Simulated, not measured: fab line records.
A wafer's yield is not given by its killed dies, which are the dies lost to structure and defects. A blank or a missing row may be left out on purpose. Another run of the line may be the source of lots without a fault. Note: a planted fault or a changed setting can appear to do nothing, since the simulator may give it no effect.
A single fault, viewed from 2 desks ; flow n5_finfet ; each desk has only its own numbers; what lay behind them comes last

AT THE METROLOGY DESK
Lot by lot, what the gauges showed, no matter which tool ran the lot: averages of those sampled wafers that carry a number. Marked OUT: a lot whose mean sits more than 4 standard deviations from the usual mean, which makes it out of limits; the brackets give that distance.
Columns: A = M13_ILD_THK at N5_BEOL_M13_THK_MEAS_01, usual 837 nm
lot;first seen here;A
L218;day 13 04:35;831
L222;day 13 19:15;832
L223;day 13 19:40;842
L219;day 14 00:30;843
L231;day 15 13:11;837
L229;day 15 14:04;845
L234;day 16 15:20;839
L235;day 16 17:58;840
L238;day 18 05:24;836
This desk's verdict: no lot among the 9 shows anything out of limits.

THE TOOL OWNER'S DESK: pvd_sputter-01
The tool's own readings at N5_BEOL_M12_SPUTTER_44 (material Ta, target thk 10 nm, time 16.13 s): means of the sampled wafers that have a number, for each lot that ran on this tool. Marked OUT: a lot whose mean sits more than 4 standard deviations from the usual mean, which makes it out of limits; the brackets give that distance.
Columns: A = susceptor_temp_C at N5_BEOL_M12_SPUTTER_44, usual 50.01 C; B = throttle_valve_pct at N5_BEOL_M12_SPUTTER_44, usual 30.5 %
lot;first seen here;A;B
L218;day 13 02:52;49.98;30.9
L222;day 13 17:59;49.95;31.2
L223;day 13 18:24;50.13;30.7
L231;day 15 11:54;49.99;31.2
L229;day 15 12:43;49.95;30.5
This desk's verdict: no lot among the 5 shows anything out of limits.

PUT TOGETHER
The metrology desk saw nothing out of limits.
The tool owner's desk saw nothing out of limits.

WHAT THE SIMULATOR HAD PUT IN
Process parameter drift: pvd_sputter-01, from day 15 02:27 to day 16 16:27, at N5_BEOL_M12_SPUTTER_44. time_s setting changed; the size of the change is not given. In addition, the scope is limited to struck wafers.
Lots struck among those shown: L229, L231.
